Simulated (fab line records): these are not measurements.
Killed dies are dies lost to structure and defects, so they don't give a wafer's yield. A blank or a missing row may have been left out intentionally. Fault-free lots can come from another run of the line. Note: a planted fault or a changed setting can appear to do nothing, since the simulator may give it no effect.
Split-lot experiment | flow n5Finfet | on a route of 1938 steps: 7 lots, 21 wafers read

## SPLIT DETAILS
At N5_PMOS_HMC_CHANNEL_EPI_PEB_07 (peb time 60 s), the setting pebTempC was moved away from the recipe's 110 C on 6 of the 21 wafers read, by -2.6% to +2.8%. This setting was run at the recipe's value on the other wafers.

## FROM THE SPLIT ON TO THE READING: in between, the file shows 1 step
- N5_PMOS_HMC_CHANNEL_EPI_DEVELOP_08: develop time 30 s

## THE READING
At N5_PMOS_HMC_CHANNEL_EPI_CD_MEAS_09: cdNm in nanometres, against a target cd of 237.4 nm. On this fab line, fault-free wafers typically give 237.1 nm with a standard deviation of 0.8 nm.

wafer  | tool, chamber at the split | pebTempC as run, C | against the recipe | cdNm, nm | against lot-mates on the recipe
L077.1 | lithoTrack-04, 0           | 107.1              | -2.6%              | 227.7    | -9.4
L077.2 | lithoTrack-04, 0           | 110                | recipe             | 236.4    | -
L077.4 | lithoTrack-04, 0           | 110                | recipe             | 237.8    | -
L082.1 | lithoTrack-04, 0           | 110                | recipe             | 238.0    | -
L082.4 | lithoTrack-04, 0           | 110                | recipe             | 237.5    | -
L082.5 | lithoTrack-04, 0           | 110                | recipe             | 237.0    | -
L085.1 | lithoTrack-05, 0           | 110                | recipe             | 236.8    | -
L085.3 | lithoTrack-05, 0           | 113.1              | +2.8%              | 246.6    | +9.4
L085.4 | lithoTrack-05, 0           | 110                | recipe             | 237.6    | -
L086.2 | lithoTrack-04, 0           | 110                | recipe             | 237.1    | -
L086.5 | lithoTrack-04, 0           | 108.8              | -1.1%              | 233.0    | -4.1
L086.6 | lithoTrack-04, 0           | 108.8              | -1.1%              | 233.5    | -3.6
L089.1 | lithoTrack-05, 0           | 110                | recipe             | 237.3    | -
L089.3 | lithoTrack-05, 0           | 110                | recipe             | 238.6    | -
L089.4 | lithoTrack-05, 0           | 110                | recipe             | 236.6    | -
L092.2 | lithoTrack-04, 0           | 110                | recipe             | 238.3    | -
L092.4 | lithoTrack-04, 0           | 110                | recipe             | 237.8    | -
L092.6 | lithoTrack-04, 0           | 108.4              | -1.5%              | 232.7    | -5.4
L094.3 | lithoTrack-05, 0           | 110                | recipe             | 237.0    | -
L094.5 | lithoTrack-05, 0           | 112.1              | +1.9%              | 242.2    | +5.8
L094.6 | lithoTrack-05, 0           | 110                | recipe             | 235.8    | -

THE FIT
A straight line over all 21 wafers: cdNm changes by +3.31 nm for each +1% of pebTempC; r = +0.98; the points scatter about the line by 0.75 nm.
The same after taking each lot's own level away (the mean of its wafers on the recipe; 21 wafers): +3.4 nm for each +1%; r = +0.99; scatter 0.54 nm.
On that fit, the largest move of pebTempC shifts the reading by 9.6 nm.
The span of the lots' own levels, 236.40 to 238.05 nm, comes to 2.1 times the standard deviation stated above.
The two slopes are in agreement: the lot-to-lot level therefore moves the slope only a little.
Check: +9.56 nm against its lot-mates is what the line predicts for one of the wafers moved furthest among these (+2.8%) when that wafer is left out of the fit. Against them it came out at +9.4 nm.

## THE OTHER SPLITS THESE WAFERS WENT THROUGH
Other splits were also applied to these wafers ahead of the reading. Each is held against what the fit with the lots' levels taken away leaves over:
other split on the same wafers          | wafers away from the commonest value | r with cdNm (lot level and that fit taken away)
N5_ZERO_LAYER_COAT_05 spinRpm           | 8                                    | -0.25
N5_ZERO_LAYER_EXPOSE_08 doseMj          | 6                                    | +0.25
N5_PMOS_HMC_CHANNEL_EPI_COAT_31 spinRpm | 9                                    | -0.08

## THE WHOLE CHAIN: every reading that the file lists as answering this split, in the file's order
step                               | what it does                                                           | reading                                                                    | change (the file's fit)              | r (the file's)
N5_PMOS_HMC_CHANNEL_EPI_CD_MEAS_09 | target cd 237.4 nm                                                     | cdNm                                                                       | +3.39 nm for each +1% of the setting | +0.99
N5_PMOS_HMC_CHANNEL_EPI_DESCUM_14  | chemistry O2, time 7.9 s                                               | PMOS_HMC_CHANNEL_EPI.cdNm (the simulator's own value, which no gauge read) | +3.34 nm for each +1% of the setting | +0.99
N5_PMOS_HMC_CHANNEL_EPI_ETCH_32    | etches BARC in N2/H2, stops on SiO2, target depth 85.8 nm, time 50.3 s | PMOS_HMC_CHANNEL_EPI.cdNm (the simulator's own value, which no gauge read) | +3.36 nm for each +1% of the setting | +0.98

## FILE'S OWN FIT
cdNm changes by +3.39 nm for each +1% of pebTempC, r = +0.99.
